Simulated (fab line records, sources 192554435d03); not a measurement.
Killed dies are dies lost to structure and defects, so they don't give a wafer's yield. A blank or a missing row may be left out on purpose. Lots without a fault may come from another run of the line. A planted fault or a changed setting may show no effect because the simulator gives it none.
Chamber matching | flow n5_finfet | N5_BEOL_M0_DEP_125 on pecvd-03: 3 sister chambers
The step deposits SiCN from 3MS/NH3, target thk 8 nm, time 14 s. 16 wafers are shown with their chamber, then 8 later ones without.

WAFERS WITH THEIR CHAMBER
wafer  | chamber | showerhead_plenum_p_Torr (Torr) | throttle_valve_pct (%)
L074.2 | 1       | 3.678                           | 9.0
L074.3 | 0       | 3.630                           | 8.8
L074.5 | 2       | 3.679                           | 8.4
L077.2 | 1       | 3.667                           | 9.1
L077.4 | 1       | 3.669                           | 9.4
L077.5 | 2       | 3.685                           | 8.3
L084.1 | 2       | 3.691                           | 8.4
L084.3 | 0       | 3.625                           | 8.9
L084.4 | 2       | 3.687                           | 8.6
L085.3 | 0       | 3.620                           | 9.0
L085.4 | 0       | 3.612                           | 8.9
L085.6 | 1       | 3.679                           | 9.3
L091.1 | 1       | 3.679                           | 9.4
L091.2 | 0       | 3.622                           | 8.9
L091.4 | 1       | 3.671                           | 9.2
L090.1 | 0       | 3.627                           | 8.9

SIGNATURES (means of the wafers above)
reading                  | chamber 0 | chamber 1 | chamber 2 | scatter within a chamber
showerhead_plenum_p_Torr | 3.62267   | 3.67383   | 3.68550   | 0.00571
throttle_valve_pct       | 8.900     | 9.233     | 8.425     | 0.124
Rule: a wafer's distance from a chamber is the root of the sum, over the readings, of the square of ((its reading less the chamber's mean) divided by the reading's scatter). The wafer belongs to the nearest chamber; if the next one is less than 2 further off, it can't be placed. The scatter: the root of (the sum of the squares of (reading less its chamber's mean) over the shown wafers, divided by (wafers less chambers)).

WAFERS WITHOUT THEIR CHAMBER
wafer  | showerhead_plenum_p_Torr (Torr) | throttle_valve_pct (%)
L090.2 | 3.673                           | 9.4
L090.4 | 3.673                           | 9.2
L092.1 | 3.621                           | 8.9
L092.2 | 3.664                           | 9.2
L092.6 | 3.670                           | 9.5
L097.2 | 3.622                           | 9.1
L097.5 | 3.624                           | 9.0
L097.6 | 3.680                           | 7.8

WHICH CHAMBER EACH WENT THROUGH
wafer  | from the rows above | in truth
L090.2 | 1                   | 1
L090.4 | 1                   | 1
L092.1 | 0                   | 0
L092.2 | 1                   | 1
L092.6 | 1                   | 1
L097.2 | 0                   | 0
L097.5 | 0                   | 0
L097.6 | 2                   | 2
Placed correctly: 8 of 8. Can't be placed from these rows: 0. Placed wrongly: 0.
